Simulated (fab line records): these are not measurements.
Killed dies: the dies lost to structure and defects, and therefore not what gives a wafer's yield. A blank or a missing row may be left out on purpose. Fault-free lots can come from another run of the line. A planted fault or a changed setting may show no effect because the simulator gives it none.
Which tool did it? | flow n5_finfet | Sampling: 11 lots, 33 wafers, 4 of 1938 route steps

## WHAT THE GAUGES READ, wafer by wafer
The record holds no reading of a measuring or inspecting step that can be judged against a usual standard deviation.

## WHAT TOOL EACH LOT RAN ON (gives the tool, then ch and the chambers of the sampled wafers, and finally the start)
lot  | N5_MOL_CONTACT_COAG_ETCH_15        | N5_MOL_CONTACT_COAG_ANNEAL_113   | N5_MOL_CONTACT_COAG_ALD_27        | N5_MOL_CONTACT_COAG_CMP_28
L204 | rie_diel-01 ch 0,2,3, day 5 11:22  | rtp_anneal-02 ch 0, day 5 14:38  | ald_sin-03 ch 1,3, day 5 16:32    | cmp-02 ch 0,1,2, day 5 18:10
L205 | rie_diel-04 ch 0,1,3, day 5 17:12  | rtp_anneal-02 ch 0, day 5 20:26  | ald_sin-03 ch 0,2, day 5 23:10    | cmp-03 ch 1,2,3, day 6 00:46
L206 | rie_diel-03 ch 0,1, day 5 21:25    | rtp_anneal-01 ch 0, day 6 02:01  | ald_sin-03 ch 0,1,3, day 6 09:22  | cmp-02 ch 0,2,3, day 6 10:56
L207 | rie_diel-03 ch 0,1,3, day 6 04:35  | rtp_anneal-02 ch 0, day 6 09:38  | ald_sin-03 ch 0,2,3, day 6 13:06  | cmp-03 ch 0,1,2, day 6 14:40
L210 | rie_diel-03 ch 1,2,3, day 7 00:58  | rtp_anneal-01 ch 0, day 7 05:07  | ald_sin-03 ch 2,3, day 7 08:20    | cmp-04 ch 0,2,3, day 7 09:55
L217 | rie_diel-01 ch 1,2,3, day 8 14:18  | rtp_anneal-01 ch 0, day 8 17:20  | ald_sin-04 ch 0,2,3, day 8 21:36  | cmp-02 ch 0,1,2, day 8 23:19
L218 | rie_diel-01 ch 0,1,3, day 8 21:02  | rtp_anneal-01 ch 0, day 9 00:42  | ald_sin-01 ch 1,2,3, day 9 03:31  | cmp-04 ch 0,3, day 9 05:05
L219 | rie_diel-03 ch 1,2,3, day 9 02:41  | rtp_anneal-02 ch 0, day 9 06:34  | ald_sin-01 ch 0,2,3, day 9 10:28  | cmp-03 ch 0,1,2, day 9 12:04
L221 | rie_diel-04 ch 0,2,3, day 9 20:40  | rtp_anneal-02 ch 0, day 10 00:19 | ald_sin-04 ch 1,2,3, day 10 04:07 | cmp-03 ch 1,2,3, day 10 05:41
L222 | rie_diel-04 ch 0,3, day 9 21:43    | rtp_anneal-01 ch 0, day 10 01:37 | ald_sin-03 ch 0,1,2, day 10 04:08 | cmp-04 ch 0,3, day 10 05:43
L224 | rie_diel-04 ch 1,2,3, day 10 09:27 | rtp_anneal-01 ch 0, day 10 12:34 | ald_sin-04 ch 0,2, day 10 15:55   | cmp-03 ch 2,3, day 10 17:29
- N5_MOL_CONTACT_COAG_ETCH_15: etches SiNx in CH3F/O2, stops on Si:P, target depth 7 nm.
- N5_MOL_CONTACT_COAG_ANNEAL_113: time 300 s.
- N5_MOL_CONTACT_COAG_ALD_27: deposits SiOC, target thk 17 nm, pulse time 1.5 s, time 2720 s.
- N5_MOL_CONTACT_COAG_CMP_28: polishes, stops on SiNx, t overpolish 0.85 s, target thk 14.522 nm.

## AS READ BY THE TOOLS THEMSELVES (means over the sampled wafers that have a number; for cases with no such wafer, the mark the record gives instead)
N5_MOL_CONTACT_COAG_ETCH_15.
lot  | tool        | drypump_motor_current_A (A) | oes_ar_750_au (a.u.) | oes_product_au (a.u.) | rf_vpp_V (V) | showerhead_plenum_p_Torr (Torr) | throttle_valve_pct (%)
L204 | rie_diel-01 | 5.45                        | 0.81                 | 0.60                  | 294          | 1.98                            | 16.24
L205 | rie_diel-04 | 5.56                        | 0.74                 | 0.54                  | 295          | 1.97                            | 16.29
L206 | rie_diel-03 | 5.84                        | 0.69                 | 0.51                  | 294          | 2.06                            | 16.31
L207 | rie_diel-03 | 5.70                        | 0.76                 | 0.55                  | 291          | 2.05                            | 16.33
L210 | rie_diel-03 | 5.40                        | 0.85                 | 0.60                  | 290          | 2.08                            | 16.37
L217 | rie_diel-01 | 5.55                        | 0.77                 | 0.56                  | 295          | 1.91                            | 16.30
L218 | rie_diel-01 | 5.40                        | 0.75                 | 0.56                  | 296          | 1.96                            | 16.25
L219 | rie_diel-03 | 5.40                        | 0.81                 | 0.59                  | 290          | 2.08                            | 16.40
L221 | rie_diel-04 | 5.39                        | 0.80                 | 0.58                  | 294          | 1.97                            | 16.15
L222 | rie_diel-04 | 5.42                        | 0.72                 | 0.53                  | 293          | 1.98                            | 16.34
L224 | rie_diel-04 | 5.51                        | 0.79                 | 0.58                  | 297          | 1.94                            | 16.17

N5_MOL_CONTACT_COAG_ANNEAL_113.
lot  | tool          | lamp_power_pct (%) | wafer_temp_C_max
L204 | rtp_anneal-02 | 3.04               | 402.0
L205 | rtp_anneal-02 | 3.04               | 402.3
L206 | rtp_anneal-01 | 2.69               | 401.1
L207 | rtp_anneal-02 | 3.04               | 402.6
L210 | rtp_anneal-01 | 2.68               | 401.6
L217 | rtp_anneal-01 | 2.68               | 401.4
L218 | rtp_anneal-01 | 2.69               | 401.7
L219 | rtp_anneal-02 | 3.04               | 402.3
L221 | rtp_anneal-02 | 3.04               | 402.8
L222 | rtp_anneal-01 | 2.69               | 401.5
L224 | rtp_anneal-01 | 2.68               | 401.3

N5_MOL_CONTACT_COAG_ALD_27.
lot  | tool       | heater_power_w (W) | precursor_pulse_height_rel | run_length_s (s)
L204 | ald_sin-03 | 812                | 0.994                      | 2770.0
L205 | ald_sin-03 | 831                | 1.005                      | 2769.8
L206 | ald_sin-03 | 802                | 0.986                      | 2769.7
L207 | ald_sin-03 | 828                | 0.993                      | 3276.2
L210 | ald_sin-03 | 860                | 1.007                      | 3276.5
L217 | ald_sin-04 | 766                | 0.983                      | 2769.2
L218 | ald_sin-01 | 782                | 0.988                      | 2769.2
L219 | ald_sin-01 | 819                | 1.016                      | 2769.3
L221 | ald_sin-04 | 785                | 0.998                      | 2769.6
L222 | ald_sin-03 | 838                | 0.983                      | 2769.9
L224 | ald_sin-04 | 746                | 1.006                      | 2769.6

N5_MOL_CONTACT_COAG_CMP_28.
lot  | tool   | motor_current_A (A)
L204 | cmp-02 | 11.1
L205 | cmp-03 | 12.6
L206 | cmp-02 | 11.8
L207 | cmp-03 | 12.4
L210 | cmp-04 | 11.7
L217 | cmp-02 | 10.7
L218 | cmp-04 | 10.6
L219 | cmp-03 | 12.1
L221 | cmp-03 | 12.2
L222 | cmp-04 | 10.1
L224 | cmp-03 | 11.7

## THE ANSWER, worked out from the rows above alone
Rule: usual is defined by the lots themselves. The widest of any qualifying gaps counts: lots, ordered by their means at a reading, are off when they make up no more than a third of the lots, leave a main group of 4 or more, and stand apart from it by 3 or more times the standard deviation of that group's means. Not used: any main group whose means are identical at the precision the tables above print for the reading. A lot without any number at a reading at which 4 lots or more have one is off too. All remaining lots with rows at the step are treated as sound. First the gauges in route order, then the tools' own readings, where a lot's mean is used as printed above. At the first step where some lot is off, the reading lying furthest off is the one used; lots without a number count as furthest.
Off: L207, L210 (N5_MOL_CONTACT_COAG_ALD_27, run_length_s). Mean 2769.6 s and standard deviation 0.28 in the main group.
If a tool, at that step or one of the process steps before it, ran each lot that is off and ran no sound lot following the first of them, it fits. No candidate that was tried fits.

## WHAT WAS PUT IN BY THE SIMULATOR
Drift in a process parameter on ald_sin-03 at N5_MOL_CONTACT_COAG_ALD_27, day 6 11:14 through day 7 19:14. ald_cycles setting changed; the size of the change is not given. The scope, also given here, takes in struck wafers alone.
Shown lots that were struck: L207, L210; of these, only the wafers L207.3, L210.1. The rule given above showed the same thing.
